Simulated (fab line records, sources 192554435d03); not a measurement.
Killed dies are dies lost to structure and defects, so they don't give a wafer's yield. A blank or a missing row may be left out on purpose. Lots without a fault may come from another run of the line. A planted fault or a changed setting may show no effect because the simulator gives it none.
Split-lot experiment | flow n5_finfet | 7 lots, 39 wafers read, on a route of 1938 steps

THE SPLIT
At N5_MOL_CONTACT_COAG_VIA_ETCH_117 (etches SiO2 in C4F6/O2, target depth 40 nm, overetch 8 nm, time 26 s), the setting target_depth_a was moved away from the recipe's 400 angstrom on 15 of the 39 wafers read, by -30.5% to +54.6%. The other wafers ran this setting at the recipe's value.

FROM THE SPLIT TO THE READING: what the file shows between them, 1 step
- N5_MOL_CONTACT_COAG_ETCH_124: etches SiNx in CH3F/O2, stops on SiOC, target depth 6.5 nm

THE READING
SOC_of_MOL_CONTACT_COAG_COAT_62.thk_nm (the simulator's own value, which no gauge read), in nm, at N5_MOL_CONTACT_COAG_ETCH_48 (etches SiOC in C4F6/O2, target depth 15 nm, overetch 4.5 nm, time 17 s). The file gives no usual value for it. The 24 wafers here that ran the recipe average 45.9 nm, standard deviation 0.22 nm.

wafer  | tool, chamber at the split | target_depth_a as run, angstrom | against the recipe | SOC_of_MOL_CONTACT_COAG_COAT_62.thk_nm, nm | against lot-mates on the recipe
L074.1 | rie_diel-03, 1,2           | 278.1                           | -30.5%             | 47.4                                       | +1.5
L074.2 | rie_diel-03, 1,2           | 278.1                           | -30.5%             | 47.4                                       | +1.5
L074.3 | rie_diel-03, 0,1           | 400                             | recipe             | 45.8                                       | -
L074.6 | rie_diel-03, 0,1           | 400                             | recipe             | 45.8                                       | -
L074.4 | rie_diel-03, 3             | 278.1                           | -30.5%             | 47.2                                       | +1.3
L074.5 | rie_diel-03, 0             | 400                             | recipe             | 46                                         | -
L083.1 | rie_diel-03, 1             | 618.3                           | +54.6%             | 43.2                                       | -2.6
L083.2 | rie_diel-03, 3,0,3         | 400                             | recipe             | 45.8                                       | -
L083.3 | rie_diel-03, 3,0,3         | 400                             | recipe             | 45.8                                       | -
L083.6 | rie_diel-03, 3,0,3         | 400                             | recipe             | 45.8                                       | -
L083.4 | rie_diel-03, 2             | 618.3                           | +54.6%             | 43                                         | -2.8
L083.5 | rie_diel-03, 2             | 618.3                           | +54.6%             | 43                                         | -2.8
L084.1 | rie_diel-04, 1,0           | 400                             | recipe             | 46                                         | -
L084.6 | rie_diel-04, 1,0           | 400                             | recipe             | 46                                         | -
L084.2 | rie_diel-04, 0             | 400                             | recipe             | 46.2                                       | -
L084.3 | rie_diel-04, 3,2,3         | 573.7                           | +43.4%             | 44.2                                       | -1.9
L084.4 | rie_diel-04, 3,2,3         | 573.7                           | +43.4%             | 44.4                                       | -1.7
L084.5 | rie_diel-04, 3,2,3         | 573.7                           | +43.4%             | 44.4                                       | -1.7
L086.1 | rie_diel-04, 2             | 400                             | recipe             | 46                                         | -
L086.5 | rie_diel-04, 2             | 400                             | recipe             | 46                                         | -
L086.2 | rie_diel-04, 3             | 400                             | recipe             | 46.2                                       | -
L086.3 | rie_diel-04, 1             | 400                             | recipe             | 45.6                                       | -
L086.4 | rie_diel-04, 0,1           | 400                             | recipe             | 45.8                                       | -
L086.6 | rie_diel-04, 0,1           | 400                             | recipe             | 45.8                                       | -
L088.1 | rie_diel-04, 2             | 543.2                           | +35.8%             | 44.4                                       | -1.5
L088.2 | rie_diel-04, 0             | 543.2                           | +35.8%             | 43.8                                       | -2.1
L088.5 | rie_diel-04, 0             | 543.2                           | +35.8%             | 43.8                                       | -2.1
L088.3 | rie_diel-04, 3             | 400                             | recipe             | 46                                         | -
L088.6 | rie_diel-04, 3             | 400                             | recipe             | 46                                         | -
L088.4 | rie_diel-04, 1             | 400                             | recipe             | 45.6                                       | -
L091.1 | rie_diel-06, 1             | 400                             | recipe             | 45.6                                       | -
L091.2 | rie_diel-06, 3             | 400                             | recipe             | 45.4                                       | -
L091.3 | rie_diel-06, 2             | 499.8                           | +25.0%             | 44.4                                       | -1.3
L091.4 | rie_diel-06, 0             | 499.8                           | +25.0%             | 44.8                                       | -0.9
L091.5 | rie_diel-06, 0             | 400                             | recipe             | 46                                         | -
L091.6 | rie_diel-06, 3             | 499.8                           | +25.0%             | 44.2                                       | -1.5
L094.4 | rie_diel-04, 2,0           | 400                             | recipe             | 46.2                                       | -
L094.5 | rie_diel-04, 2,0           | 400                             | recipe             | 46                                         | -
L094.6 | rie_diel-04, 3             | 400                             | recipe             | 46.4                                       | -
Where a row lists several chambers, the file gives one row for several wafers and doesn't say which wafer went through which chamber.

THE FIT
A straight line over all 39 wafers: SOC_of_MOL_CONTACT_COAG_COAT_62.thk_nm changes by -0.048 nm for each +1% of target_depth_a; r = -0.97; the points scatter about the line by 0.28 nm.
The same after taking each lot's own level away (the mean of its wafers on the recipe; 39 wafers): -0.0476 nm for each +1%; r = -0.98; scatter 0.21 nm.
On that fit, the largest move of target_depth_a shifts the reading by 2.6 nm.
The lots' own levels span 45.67 to 46.20 nm, that is 2.4 times the standard deviation above.
So the lot-to-lot level changes the slope little: the two slopes agree.
Check: with one of the wafers moved furthest among these (+54.6%) left out of the fit, the line predicts -2.59 nm for it against its lot-mates. It came out at -2.6 nm against them.

OTHER SPLITS ON THESE WAFERS
These wafers also went through other splits before the reading. Each is held against what the fit with the lots' levels taken away leaves over:
other split on the same wafers | wafers away from the commonest value | r with SOC_of_MOL_CONTACT_COAG_COAT_62.thk_nm (lot level and that fit taken away)
N5_DUMMY_GATE_PECVD_30 time_s  | 18                                   | +0.03
N5_SD_EPI_P_EPI_21 time_s      | 15                                   | +0.22
N5_GATE_CUT_ALD_22 ald_cycles  | 9                                    | +0.17

THE WHOLE CHAIN: every reading that the file lists as answering this split, in the file's order
step                             | what it does                                                           | reading                                                                                 | change (the file's fit)                                                            | r (the file's)
N5_MOL_CONTACT_COAG_VIA_ETCH_117 | etches SiO2 in C4F6/O2, target depth 40 nm, overetch 8 nm, time 26 s   | SOC_of_MOL_CONTACT_COAG_COAT_62.thk_nm (the simulator's own value, which no gauge read) | -0.0491 nm for each +1% of the setting                                             | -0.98
N5_MOL_CONTACT_COAG_ETCH_124     | etches SiNx in CH3F/O2, stops on SiOC, target depth 6.5 nm             | SOC_of_MOL_CONTACT_COAG_COAT_62.thk_nm (the simulator's own value, which no gauge read) | -0.0472 nm for each +1% of the setting                                             | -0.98
N5_MOL_CONTACT_COAG_ETCH_124     | etches SiNx in CH3F/O2, stops on SiOC, target depth 6.5 nm             | etch.depth_nm (the simulator's own value, which no gauge read)                          | not straight: 5.02 at the lowest setting, 4.995 at the recipe, 3.58 at the highest | not given
N5_MOL_CONTACT_COAG_ETCH_48      | etches SiOC in C4F6/O2, target depth 15 nm, overetch 4.5 nm, time 17 s | SOC_of_MOL_CONTACT_COAG_COAT_62.thk_nm (the simulator's own value, which no gauge read) | -0.0475 nm for each +1% of the setting                                             | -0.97

THE FILE'S OWN FIT
SOC_of_MOL_CONTACT_COAG_COAT_62.thk_nm changes by -0.0475 nm for each +1% of target_depth_a, r = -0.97.
